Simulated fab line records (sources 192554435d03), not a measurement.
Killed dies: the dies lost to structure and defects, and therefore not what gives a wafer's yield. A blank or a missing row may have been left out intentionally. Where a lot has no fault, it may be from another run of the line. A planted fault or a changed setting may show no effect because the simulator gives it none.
A lot that was struck, set against a sound lot | flow n5_finfet | 27 out of 1938 route steps
Sound: these wafers, L585.2, L585.3. Struck: wafers L578.2, L578.4 (left out: L578.6, a lot-mate that was not struck); the cause follows at the end.
At each step with rows: each side's tool, then ch and its chambers, then its first start. Under that, the readings that differ: sound wafers | struck wafers | difference of the means | sigmas: that difference in standard deviations of wafers without a fault.
alike: readings with means less than 2 such deviations apart, plus words and numbers identical on both sides. not compared: withheld readings, readings lacking a value on some wafer, bounds such as >300 that could conceal the same value, and numbers that have no deviation in the record and whose values overlap.
Wherever a step has rows on one side only, a row that says differs or no value, or a row with sigmas, the two part there. When numbers do not overlap yet have no deviation, they are printed without sigmas and do not part them. A reading that every wafer of one side lacks parts them only if that side has two wafers or more.

first, 9 steps without rows for these wafers: N5_BEOL_M9_DESCUM_33 (chemistry O2, time 7 s); N5_BEOL_M9_ETCH_76 (etches underlayer in N2/H2, target depth 6.5 nm, time 5.2 s); N5_BEOL_M9_ETCH_65 (etches SiARC in CF4, target depth 15.6 nm, time 26 s); N5_BEOL_M9_ETCH_66 (etches SOC in N2/H2, target depth 80 nm, overetch 16 nm, time 120 s); N5_BEOL_M9_STRIP_69 (strips in N2/H2); N5_BEOL_M9_STRIP_77 (strips in N2/H2); N5_BEOL_M9_VIA_ETCH_34 (etches SiCOH lowk in C4F6/O2, target depth 182.4 nm, time 68.4 s); N5_BEOL_M9_STRIP_73 (strips in C4F6/O2); N5_BEOL_M9_STRIP_36 (strips in N2/H2).
N5_BEOL_M9_TRENCH_ETCH_37: etches SiCOH lowk in C4F6/O2, target depth 151.43 nm, time 49 s.
  sound on rie_diel-06 ch 2,3, day 17 04:01; struck on rie_diel-03 ch 0, day 16 10:19
  reading                                    | sound       | struck      | difference | sigmas
  bias_w (W)                                 | 184.6 185.6 | 145.2 145.1 | -40.0      | -67
  rf_vpp_V (V)                               | 693 661     | 510 512     | -166       | -9
  showerhead_plenum_p_Torr (Torr)            | 3.02 2.95   | 2.77 2.77   | -0.22      | -2
  model.TiN_of_BEOL_M9_HM_DEP_02.thk_nm (nm) | 15.8 16     | 16.2 16.4   | +0.4       |
  alike: drypump_motor_current_A, oes_product_au, throttle_valve_pct
  not compared: rf_hours_counter_h, model.BEOL_M9.feature_depth_nm, model.etch.depth_nm
then, 15 steps without rows for these wafers: N5_BEOL_M9_ETCH_41 (etches SiCN in CH3F/O2, target depth 36.6 nm, time 70.1 s); N5_BEOL_M9_STRIP_80 (strips in N2/H2, time 10 s); N5_BEOL_M9_HM_STRIP_39 (strips TiN in peroxide tin strip, target depth 25 nm, time 158 s); N5_BEOL_M9_SRD_40 (time 30 s); N5_BEOL_M9_PRECLEAN_42 (cleans in residue remover, time 60 s); N5_BEOL_M9_SRD_43 (time 30 s); N5_BEOL_M9_CURE_72 (cures SiCOH lowk, time 120 s); N5_BEOL_M9_DEGAS_44 (time 60 s); N5_BEOL_M9_PRE_CLEAN_45 (time 30 s); N5_BEOL_M9_ALD_74 (deposits TaN, target thk 2 nm, pulse time 2 s, purge time 3 s); N5_BEOL_M9_SURFACE_TREAT_79; N5_BEOL_M9_CVD_78 (deposits Co from CCTBA/H2, target thk 2 nm, time 138.9 s); N5_BEOL_M9_SPUTTER_48 (material Cu, target thk 12 nm, time 2 s); N5_BEOL_M9_ECD_50 (material Cu, target thk 318 nm); N5_BEOL_M9_ANNEAL_51 (time 90 s).
N5_BEOL_M9_CMP_52: polishes, stops on SiCOH lowk, t overpolish 7 s, target thk 140 nm.
  sound on cmp-03 ch 2,3, day 17 07:11; struck on cmp-02 ch 1,2, day 16 13:04
  reading                                | sound       | struck      | difference | sigmas
  motor_current_A (A)                    | 5.9 6.3     | 5.0 4.4     | -1.4       | -2
  model.Cu_of_BEOL_M9_ECD_50.thk_nm (nm) | 137.4 133.8 | 131.8 130.8 | -4.3       |
  alike: barrier_field_endpoint_s, head_pressure_psi, overpolish_run_s, time_to_endpoint_s
N5_PASSIVATION_PROBE_49:
  rows exist in the record for the sound wafers here (prober-02, day 19 17:57), none for the struck ones

## WHERE THEY PART
First at N5_BEOL_M9_TRENCH_ETCH_37; last, within this record, at N5_PASSIVATION_PROBE_49.

WHY: what the simulator had put in
rie_diel-03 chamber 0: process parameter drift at N5_BEOL_M9_TRENCH_ETCH_37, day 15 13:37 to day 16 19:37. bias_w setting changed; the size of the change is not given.
